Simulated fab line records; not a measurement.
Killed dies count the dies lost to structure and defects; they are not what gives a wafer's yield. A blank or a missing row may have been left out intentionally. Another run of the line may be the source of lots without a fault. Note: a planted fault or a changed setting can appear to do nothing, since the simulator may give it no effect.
Chamber matching | flow n5 finfet | 4 sister chambers for N5_PMOS_HMC_CHANNEL_EPI_DESCUM_14 on rie diel-06
The step chemistry O2, time 7.9 s. 14 wafers are shown with their chamber, then 7 later ones without.

== WAFERS WITH THEIR CHAMBER ==
wafer  | chamber | drypump motor current A (A) | showerhead plenum p Torr (Torr) | throttle valve pct (%)
L977.1 | 2       | 5.7                         | 2.03                            | 20.71
L977.2 | 0       | 5.5                         | 2.03                            | 20.58
L977.6 | 3       | 6.8                         | 2.14                            | 20.50
L979.4 | 0       | 5.5                         | 2.02                            | 20.60
L979.5 | 1       | 5.4                         | 2.14                            | 20.42
L979.6 | 0       | 5.5                         | 2.02                            | 20.59
L981.2 | 1       | 5.3                         | 2.14                            | 20.42
L981.4 | 1       | 5.3                         | 2.14                            | 20.43
L981.6 | 2       | 5.7                         | 2.02                            | 20.73
L984.1 | 3       | 6.8                         | 2.14                            | 20.11
L984.2 | 1       | 5.3                         | 2.14                            | 20.44
L984.4 | 0       | 5.5                         | 2.02                            | 20.60
L985.1 | 2       | 5.7                         | 2.02                            | 20.75
L985.2 | 1       | 5.3                         | 2.14                            | 20.44

SIGNATURES (means of the wafers above)
reading                  | chamber 0 | chamber 1 | chamber 2 | chamber 3 | scatter within a chamber
drypump motor current A  | 5.500     | 5.320     | 5.700     | 6.800     | 0.0283
showerhead plenum p Torr | 2.0225    | 2.1400    | 2.0233    | 2.1400    | 0.00376
throttle valve pct       | 20.5925   | 20.4300   | 20.7300   | 20.3050   | 0.088
Rule: for each reading, subtract the chamber's mean from the wafer's reading, divide by that reading's scatter and square the result; add these up over the readings and take the root, which gives the wafer's distance from the chamber. If the next closest chamber is less than 2 further off than the closest, the wafer can't be placed; otherwise it belongs to the closest. How the scatter is found: for the shown wafers, subtract from each reading the mean of its chamber, square and add these, divide the total by (wafers less chambers), then take the root.

== WAFERS WITH NO CHAMBER GIVEN ==
wafer  | drypump motor current A (A) | showerhead plenum p Torr (Torr) | throttle valve pct (%)
L985.4 | 5.5                         | 2.02                            | 20.61
L992.1 | 5.3                         | 2.13                            | 20.44
L992.3 | 5.7                         | 2.02                            | 20.77
L992.6 | 6.8                         | 2.13                            | 20.10
L996.1 | 6.8                         | 2.13                            | 20.13
L996.3 | 5.4                         | 2.13                            | 20.47
L996.5 | 5.7                         | 2.01                            | 20.78

== EACH ONE'S CHAMBER ==
wafer  | from the rows above | in truth
L985.4 | 0                   | 0
L992.1 | 1                   | 1
L992.3 | 2                   | 2
L992.6 | 3                   | 3
L996.1 | 3                   | 3
L996.3 | 1                   | 1
L996.5 | 2                   | 2
Correctly placed: 7 of 7. Left unplaced by these rows: 0. Placed wrongly: 0.
